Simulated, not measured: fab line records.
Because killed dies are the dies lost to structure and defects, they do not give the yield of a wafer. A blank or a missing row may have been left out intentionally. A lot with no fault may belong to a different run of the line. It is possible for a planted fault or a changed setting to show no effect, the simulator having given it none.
Which tool did it?	flow nand-harc	23 lots with 69 wafers sampled at 6 steps, on a route of 1302 steps

== WHAT THE GAUGES READ, wafer by wafer ==
The record holds no reading of a measuring or inspecting step that can be judged against a usual standard deviation.

== WHAT TOOL EACH LOT RAN ON (gives the tool, then ch and the chambers of the sampled wafers, and finally the start) ==
lot	NHARC_A_STAIRCASE_DEP_156	NHARC_A_STAIRCASE_ETCH_170	NHARC_A_STAIRCASE_TRIM_12	NHARC_A_STAIRCASE_TRIM_187	NHARC_A_STAIRCASE_ETCH_192	NHARC_A_STAIRCASE_TRIM_220
L074	pecvd-03 ch 0,1, day 15 17:19	rie-diel-11 ch 1,2, day 15 20:14 or earlier	rie-diel-10 ch 0,2, day 15 20:14	rie-diel-07 ch 1,2,3, day 16 00:34	rie-diel-07 ch 0,1,2, day 16 04:08 or earlier	rie-diel-10 ch 0,2,3, day 16 04:08
L075	pecvd-01 ch 0,2, day 15 17:19	rie-diel-07 ch 0,1, day 15 20:27 or earlier	rie-diel-10 ch 0,3, day 15 20:27	rie-diel-11 ch 0,2,3, day 16 00:43	rie-diel-11 ch 0,2,3, day 16 05:39 or earlier	rie-diel-10 ch 0,3, day 16 05:39
L076	pecvd-04 ch 0,1, day 15 21:50	rie-diel-10 ch 0,2,3, day 16 01:00 or earlier	rie-diel-10 ch 0,2, day 16 01:00	rie-diel-07 ch 1,2,3, day 16 05:04	rie-diel-07 ch 0,2,3, day 16 08:52 or earlier	rie-diel-07 ch 0,1,3, day 16 08:52
L077	pecvd-01 ch 0,1,2, day 17 04:06	rie-diel-11 ch 0,1,3, day 17 07:00 or earlier	rie-diel-07 ch 0,2, day 17 07:00	rie-diel-10 ch 0,2,3, day 17 10:34	rie-diel-10 ch 0,2, day 17 17:55 or earlier	rie-diel-07 ch 1,2, day 17 17:55
L078	pecvd-04 ch 0,1,2, day 17 08:44	rie-diel-10 ch 1,2,3, day 17 11:34 or earlier	rie-diel-07 ch 0,2, day 17 11:34	rie-diel-07 ch 2,3, day 17 15:12	rie-diel-07 ch 1,2, day 17 19:05 or earlier	rie-diel-10 ch 1,2, day 17 19:05
L080	pecvd-04 ch 1,2, day 18 05:19	rie-diel-07 ch 0,3, day 18 07:54 or earlier	rie-diel-11 ch 0,1, day 18 07:54	rie-diel-10 ch 0,2,3, day 18 11:44	rie-diel-10 ch 0,2, day 18 15:23 or earlier	rie-diel-11 ch 0,1, day 18 15:23
L081	pecvd-04 ch 0,1, day 18 19:19	rie-diel-07 ch 0,1,3, day 19 01:18 or earlier	rie-diel-07 ch 0,1,3, day 19 01:18	rie-diel-07 ch 0,2, day 19 05:18	rie-diel-07 ch 2,3, day 19 09:05 or earlier	rie-diel-10 ch 1,2, day 19 09:05
L082	pecvd-03 ch 0,2, day 18 19:26	rie-diel-11 ch 0,1,2, day 19 00:52 or earlier	rie-diel-11 ch 0,2, day 19 00:52	rie-diel-07 ch 1,2,3, day 19 04:53	rie-diel-07 ch 0,1, day 19 08:38 or earlier	rie-diel-10 ch 0,3, day 19 08:38
L083	pecvd-01 ch 0,1, day 19 09:23	rie-diel-10 ch 0,1,3, day 19 13:08 or earlier	rie-diel-11 ch 0,1,3, day 19 13:08	rie-diel-10 ch 0,2,3, day 19 16:54	rie-diel-10 ch 0,1,2, day 19 21:35 or earlier	rie-diel-11 ch 0,2,3, day 19 21:35
L084	pecvd-04 ch 0,1,2, day 19 09:26	rie-diel-10 ch 1,2,3, day 19 13:01 or earlier	rie-diel-07 ch 0,1,3, day 19 13:01	rie-diel-07 ch 1,2,3, day 19 16:43	rie-diel-07 ch 0,1, day 19 20:29 or earlier	rie-diel-10 ch 0,3, day 19 20:29
L085	pecvd-01 ch 1,2, day 19 22:13	rie-diel-10 ch 0,1,3, day 20 01:10 or earlier	rie-diel-11 ch 0,1, day 20 01:10	rie-diel-11 ch 0,2,3, day 20 06:03	rie-diel-11 ch 2,3, day 20 11:20 or earlier	rie-diel-10 ch 0,1, day 20 11:20
L086	pecvd-01 ch 0,1,2, day 20 06:13	rie-diel-07 ch 0,2,3, day 20 09:04 or earlier	rie-diel-11 ch 0,1, day 20 09:04	rie-diel-11 ch 0,1, day 20 12:37	rie-diel-11 ch 1,2, day 20 19:07 or earlier	rie-diel-10 ch 1,2,3, day 20 19:07
L088	pecvd-01 ch 0,1,2, day 21 09:38	rie-diel-11 ch 0,3, day 21 12:47 or earlier	rie-diel-10 ch 0,1, day 21 12:47	rie-diel-11 ch 0,1,3, day 21 16:35	rie-diel-11 ch 0,3, day 21 20:19 or earlier	rie-diel-11 ch 0,3, day 21 20:19
L087	pecvd-03 ch 0,1, day 21 09:40	rie-diel-07 ch 0,1, day 21 12:59 or earlier	rie-diel-11 ch 1,2, day 21 12:59	rie-diel-10 ch 0,2,3, day 21 16:43	rie-diel-10 ch 0,2,3, day 21 20:31 or earlier	rie-diel-10 ch 0,2,3, day 21 20:31
L089	pecvd-03 ch 0,2, day 21 18:10	rie-diel-11 ch 0,1,2, day 21 20:56 or earlier	rie-diel-10 ch 0,2,3, day 21 20:56	rie-diel-07 ch 1,2,3, day 22 00:44	rie-diel-07 ch 0,2,3, day 22 04:55 or earlier	rie-diel-10 ch 0,1,3, day 22 04:55
L090	pecvd-03 ch 1,2, day 22 07:40	rie-diel-07 ch 1,2, day 22 10:49 or earlier	rie-diel-10 ch 1,2,3, day 22 10:49	rie-diel-10 ch 0,1, day 22 16:10	rie-diel-10 ch 0,1,3, day 22 22:56 or earlier	rie-diel-10 ch 2,3, day 22 22:56
L091	pecvd-04 ch 1,2, day 22 20:16	rie-diel-10 ch 0,2,3, day 22 23:21 or earlier	rie-diel-07 ch 0,1, day 22 23:21	rie-diel-07 ch 0,2, day 23 03:22	rie-diel-07 ch 0,1,3, day 23 07:04 or earlier	rie-diel-07 ch 1,2,3, day 23 07:04
L092	pecvd-04 ch 0,1, day 23 02:14	rie-diel-10 ch 1,2,3, day 23 05:20 or earlier	rie-diel-10 ch 0,3, day 23 05:20	rie-diel-10 ch 0,3, day 23 08:55	rie-diel-10 ch 0,1, day 23 12:38 or earlier	rie-diel-07 ch 0,1,2, day 23 12:38
L093	pecvd-01 ch 0,2, day 23 02:17	rie-diel-10 ch 1,2, day 23 05:11 or earlier	rie-diel-07 ch 2,3, day 23 05:11	rie-diel-11 ch 0,1, day 23 09:59	rie-diel-11 ch 0,1, day 23 13:45 or earlier	rie-diel-07 ch 0,1,3, day 23 13:45
L094	pecvd-03 ch 0,1,2, day 23 12:16	rie-diel-11 ch 1,2, day 23 15:07 or earlier	rie-diel-10 ch 1,2, day 23 15:07	rie-diel-10 ch 0,1,3, day 23 20:21	rie-diel-10 ch 0,2,3, day 23 23:53 or earlier	rie-diel-07 ch 0,1,3, day 23 23:53
L095	pecvd-01 ch 1,2, day 24 07:04	rie-diel-10 ch 1,3, day 24 09:59 or earlier	rie-diel-11 ch 0,2, day 24 09:59	rie-diel-11 ch 0,1,2, day 24 13:41	rie-diel-11 ch 0,2,3, day 24 17:54 or earlier	rie-diel-11 ch 0,1,3, day 24 17:54
L096	pecvd-01 ch 1,2, day 24 14:17	rie-diel-11 ch 0,3, day 24 17:05 or earlier	rie-diel-10 ch 1,3, day 24 17:05	rie-diel-11 ch 1,2,3, day 24 21:01	rie-diel-11 ch 0,1, day 25 00:43 or earlier	rie-diel-11 ch 0,1,3, day 25 00:43
L097	pecvd-04 ch 2, day 24 21:12	rie-diel-11 ch 0,1,2, day 25 00:01 or earlier	rie-diel-10 ch 1,2,3, day 25 00:01	rie-diel-11 ch 0,2,3, day 25 03:49	rie-diel-11 ch 0,2, day 25 07:36 or earlier	rie-diel-10 ch 0,3, day 25 07:36
- NHARC_A_STAIRCASE_DEP_156: deposits SiNx, target thk 50 nm.
- NHARC_A_STAIRCASE_ETCH_170: etches the open film in C4F6/O2, target depth 200 nm, time 66.667 s.
- NHARC_A_STAIRCASE_TRIM_12: chemistry O2, time 211.2 s.
- NHARC_A_STAIRCASE_TRIM_187: chemistry O2, time 211.2 s.
- NHARC_A_STAIRCASE_ETCH_192: etches the open film in C4F8/O2, target depth 100 nm, time 40.5 s.
- NHARC_A_STAIRCASE_TRIM_220: chemistry O2, time 211.2 s.

== WHAT THE TOOLS THEMSELVES READ (means of the sampled wafers that have a number; where no wafer has one, the mark that the record gives instead) ==
NHARC_A_STAIRCASE_DEP_156. Usual: 760 W for heater-power-w, sd 100.
lot	tool	heater-power-w (W)	flag
L074	pecvd-03	709	
L075	pecvd-01	700	
L076	pecvd-04	662	
L077	pecvd-01	717	
L078	pecvd-04	778	
L080	pecvd-04	819	
L081	pecvd-04	751	
L082	pecvd-03	656	
L083	pecvd-01	679	
L084	pecvd-04	830	
L085	pecvd-01	730	
L086	pecvd-01	738	
L088	pecvd-01	742	
L087	pecvd-03	700	
L089	pecvd-03	667	
L090	pecvd-03	791	
L091	pecvd-04	865	
L092	pecvd-04	795	
L093	pecvd-01	708	
L094	pecvd-03	743	
L095	pecvd-01	818	
L096	pecvd-01	772	
L097	pecvd-04	890	

NHARC_A_STAIRCASE_ETCH_170. Usual: drypump-motor-current-A 5.9 A, standard deviation 0.42; oes-product-au 0.979 a.u., standard deviation 0.013; rf-vpp-V 547 V, standard deviation 3.1; showerhead-plenum-p-Torr 3.91 Torr, standard deviation 0.15; throttle-valve-pct 26.903 %, standard deviation 0.0094.
lot	tool	drypump-motor-current-A (A)	oes-product-au (a.u.)	rf-vpp-V (V)	showerhead-plenum-p-Torr (Torr)	throttle-valve-pct (%)	flag
L074	rie-diel-11	5.9	0.971	546	3.86	26.902	
L075	rie-diel-07	5.9	0.976	546	3.91	26.907	
L076	rie-diel-10	6.0	0.977	546	3.85	26.908	
L077	rie-diel-11	6.0	0.950	550	4.06	26.900	
L078	rie-diel-10	5.9	0.983	544	3.82	26.908	
L080	rie-diel-07	5.4	0.991	545	3.86	26.911	
L081	rie-diel-07	5.8	0.988	547	3.88	26.912	
L082	rie-diel-11	5.8	0.987	548	3.97	26.893	
L083	rie-diel-10	6.2	0.978	546	3.89	26.908	
L084	rie-diel-10	5.9	0.987	549	4.00	26.901	
L085	rie-diel-10	6.2	0.975	546	3.88	26.905	
L086	rie-diel-07	5.7	0.974	544	3.79	26.895	
L088	rie-diel-11	6.0	0.980	549	4.05	26.902	
L087	rie-diel-07	5.9	0.967	545	3.89	26.894	
L089	rie-diel-11	5.8	0.986	548	3.96	26.915	
L090	rie-diel-07	6.1	0.965	545	3.84	26.900	
L091	rie-diel-10	6.0	0.990	549	4.01	26.906	
L092	rie-diel-10	5.9	0.975	548	3.99	26.908	
L093	rie-diel-10	5.9	0.991	547	3.94	26.903	
L094	rie-diel-11	5.8	0.983	545	3.82	26.905	
L095	rie-diel-10	6.2	0.972	545	3.85	26.908	
L096	rie-diel-11	6.0	0.973	549	4.04	26.908	
L097	rie-diel-11	5.8	0.982	548	3.94	26.895	

NHARC_A_STAIRCASE_TRIM_12. Usual: drypump-motor-current-A 5.9 A, standard deviation 0.4; oes-product-au 1.005 a.u., standard deviation 0.009; rf-vpp-V 57.9 V, standard deviation 0.95; showerhead-plenum-p-Torr 3.52 Torr, standard deviation 0.13; throttle-valve-pct 17.036 %, standard deviation 0.0092.
lot	tool	drypump-motor-current-A (A)	oes-product-au (a.u.)	rf-vpp-V (V)	showerhead-plenum-p-Torr (Torr)	throttle-valve-pct (%)	flag
L074	rie-diel-10	6.0	1.011	57.5	3.43	17.032	
L075	rie-diel-10	6.3	1.010	57.1	3.53	17.041	
L076	rie-diel-10	5.8	1.008	56.8	3.37	17.040	
L077	rie-diel-07	5.6	0.995	57.5	3.37	17.036	
L078	rie-diel-07	5.3	1.001	57.0	3.41	17.035	
L080	rie-diel-11	6.0	1.005	58.3	3.64	17.035	
L081	rie-diel-07	5.8	1.007	57.4	3.49	17.044	
L082	rie-diel-11	5.5	1.006	58.3	3.50	17.039	
L083	rie-diel-11	6.0	1.007	58.3	3.65	17.040	
L084	rie-diel-07	5.8	0.998	57.6	3.48	17.043	
L085	rie-diel-11	6.0	1.012	58.1	3.64	17.038	
L086	rie-diel-11	5.7	1.002	58.5	3.68	17.026	
L088	rie-diel-10	6.2	1.002	57.0	3.46	17.042	
L087	rie-diel-11	5.9	1.003	57.2	3.44	17.034	
L089	rie-diel-10	6.0	1.012	58.0	3.61	17.037	
L090	rie-diel-10	5.9	1.008	58.4	3.59	17.037	
L091	rie-diel-07	5.5	0.998	57.7	3.47	17.035	
L092	rie-diel-10	6.3	1.015	58.6	3.50	17.039	
L093	rie-diel-07	6.0	0.989	58.1	3.40	17.034	
L094	rie-diel-10	5.7	1.005	58.2	3.66	17.025	
L095	rie-diel-11	5.4	1.005	58.3	3.59	17.031	
L096	rie-diel-10	6.2	1.005	57.8	3.50	17.037	
L097	rie-diel-10	5.9	1.013	57.5	3.58	17.031	

NHARC_A_STAIRCASE_TRIM_187. Usual: drypump-motor-current-A 5.9 A, standard deviation 0.41; oes-product-au 1.004 a.u., standard deviation 0.01; rf-vpp-V 57.7 V, standard deviation 0.88; showerhead-plenum-p-Torr 3.51 Torr, standard deviation 0.13; throttle-valve-pct 17.036 %, standard deviation 0.0089.
lot	tool	drypump-motor-current-A (A)	oes-product-au (a.u.)	rf-vpp-V (V)	showerhead-plenum-p-Torr (Torr)	throttle-valve-pct (%)	flag
L074	rie-diel-07	6.0	0.995	56.6	3.45	17.037	
L075	rie-diel-11	5.7	0.995	57.8	3.59	17.033	
L076	rie-diel-07	6.0	0.996	57.1	3.45	17.029	
L077	rie-diel-10	6.0	1.006	58.1	3.45	17.040	
L078	rie-diel-07	5.9	0.997	57.3	3.37	17.036	
L080	rie-diel-10	6.0	1.012	57.0	3.45	17.035	
L081	rie-diel-07	5.5	0.997	57.3	3.36	17.033	
L082	rie-diel-07	6.0	1.002	57.1	3.44	17.041	
L083	rie-diel-10	6.0	1.011	58.0	3.62	17.033	
L084	rie-diel-07	6.0	0.995	57.6	3.43	17.034	
L085	rie-diel-11	5.7	1.000	57.9	3.57	17.029	
L086	rie-diel-11	5.7	1.010	58.0	3.68	17.038	
L088	rie-diel-11	6.0	1.007	57.4	3.64	17.031	
L087	rie-diel-10	6.0	1.012	57.7	3.61	17.045	
L089	rie-diel-07	6.0	0.989	57.6	3.43	17.036	
L090	rie-diel-10	6.2	1.013	57.3	3.44	17.038	
L091	rie-diel-07	5.5	1.002	57.9	3.34	17.023	
L092	rie-diel-10	6.2	1.016	58.0	3.52	17.036	
L093	rie-diel-11	5.7	1.008	58.2	3.67	17.029	
L094	rie-diel-10	6.2	0.995	57.3	3.47	17.030	
L095	rie-diel-11	5.7	1.007	58.3	3.55	17.033	
L096	rie-diel-11	6.1	1.001	58.6	3.51	17.048	
L097	rie-diel-11	5.7	1.002	57.8	3.55	17.039	

NHARC_A_STAIRCASE_ETCH_192. Usual: oes-product-au 0.946 a.u., standard deviation 0.013; rf-vpp-V 895 V, standard deviation 4.7.
lot	tool	oes-product-au (a.u.)	rf-vpp-V (V)	flag
L074	rie-diel-07	0.949	893	
L075	rie-diel-11	0.952	899	
L076	rie-diel-07	0.945	892	
L077	rie-diel-10	0.961	890	
L078	rie-diel-07	0.936	893	
L080	rie-diel-10	0.949	892	
L081	rie-diel-07	0.948	890	
L082	rie-diel-07	0.946	894	
L083	rie-diel-10	0.955	898	
L084	rie-diel-07	0.937	895	
L085	rie-diel-11	0.963	896	
L086	rie-diel-11	0.947	894	
L088	rie-diel-11	0.938	901	
L087	rie-diel-10	0.951	899	
L089	rie-diel-07	0.939	892	
L090	rie-diel-10	0.942	894	
L091	rie-diel-07	0.937	894	
L092	rie-diel-10	0.943	892	
L093	rie-diel-11	0.950	901	
L094	rie-diel-10	0.958	899	
L095	rie-diel-11	0.940	897	
L096	rie-diel-11	0.966	899	
L097	rie-diel-11	0.949	900	

NHARC_A_STAIRCASE_TRIM_220. Usual: drypump-motor-current-A 5.9 A, standard deviation 0.4; oes-product-au 1.004 a.u., standard deviation 0.0098; rf-vpp-V 57.7 V, standard deviation 0.89; showerhead-plenum-p-Torr 3.51 Torr, standard deviation 0.13; throttle-valve-pct 17.037 %, standard deviation 0.0097.
lot	tool	drypump-motor-current-A (A)	oes-product-au (a.u.)	rf-vpp-V (V)	showerhead-plenum-p-Torr (Torr)	throttle-valve-pct (%)	flag
L074	rie-diel-10	6.0	1.005	57.7	3.46	17.040	
L075	rie-diel-10	6.2	1.013	58.1	3.53	17.036	
L076	rie-diel-07	5.8	0.992	57.5	3.49	17.043	
L077	rie-diel-07	6.0	0.992	57.3	3.39	17.035	
L078	rie-diel-10	5.7	1.004	57.7	3.34	17.033	
L080	rie-diel-11	6.0	0.999	57.7	3.64	17.038	
L081	rie-diel-10	5.7	1.009	57.7	3.69	17.039	
L082	rie-diel-10	6.3	1.013	56.7	3.51	17.040	
L083	rie-diel-11	5.7	0.999	57.9	3.58	17.036	
L084	rie-diel-10	6.2	1.020	57.8	3.51	17.031	
L085	rie-diel-10	6.2	1.003	58.3	3.45	17.042	
L086	rie-diel-10	6.0	1.009	57.5	3.60	17.040	
L088	rie-diel-11	5.6	1.004	57.8	3.69	17.031	
L087	rie-diel-10	6.0	1.020	57.3	3.61	17.034	
L089	rie-diel-10	6.2	1.009	57.6	3.48	17.036	
L090	rie-diel-10	5.9	1.016	58.6	3.63	17.030	
L091	rie-diel-07	6.1	0.996	57.5	3.42	17.030	
L092	rie-diel-07	5.7	1.000	56.6	3.42	17.033	
L093	rie-diel-07	5.8	0.994	57.0	3.47	17.032	
L094	rie-diel-07	5.8	0.993	57.8	3.47	17.040	
L095	rie-diel-11	6.0	1.000	58.2	3.63	17.024	
L096	rie-diel-11	6.0	0.999	57.4	3.62	17.030	
L097	rie-diel-10	6.2	1.011	57.3	3.51	17.042	

== THE ANSWER, worked out from the rows above alone ==
Rule: a lot counts as off when the mean over its wafers that have a number is more than 3 standard deviations away from the usual mean. Also off: a lot with no number at a reading for which 4 or more lots have one. Any other lot the step has rows for is counted as sound. After the gauges, taken in route order, come the tools' own readings; for these a lot's mean is taken, as printed above. The first step at which some lot is off is used, and at that step the reading that is off furthest; a lot without a number counts as furthest.
No lot is off at any reading shown: from this, nothing can be told.

== WHAT THE SIMULATOR HAD PUT IN ==
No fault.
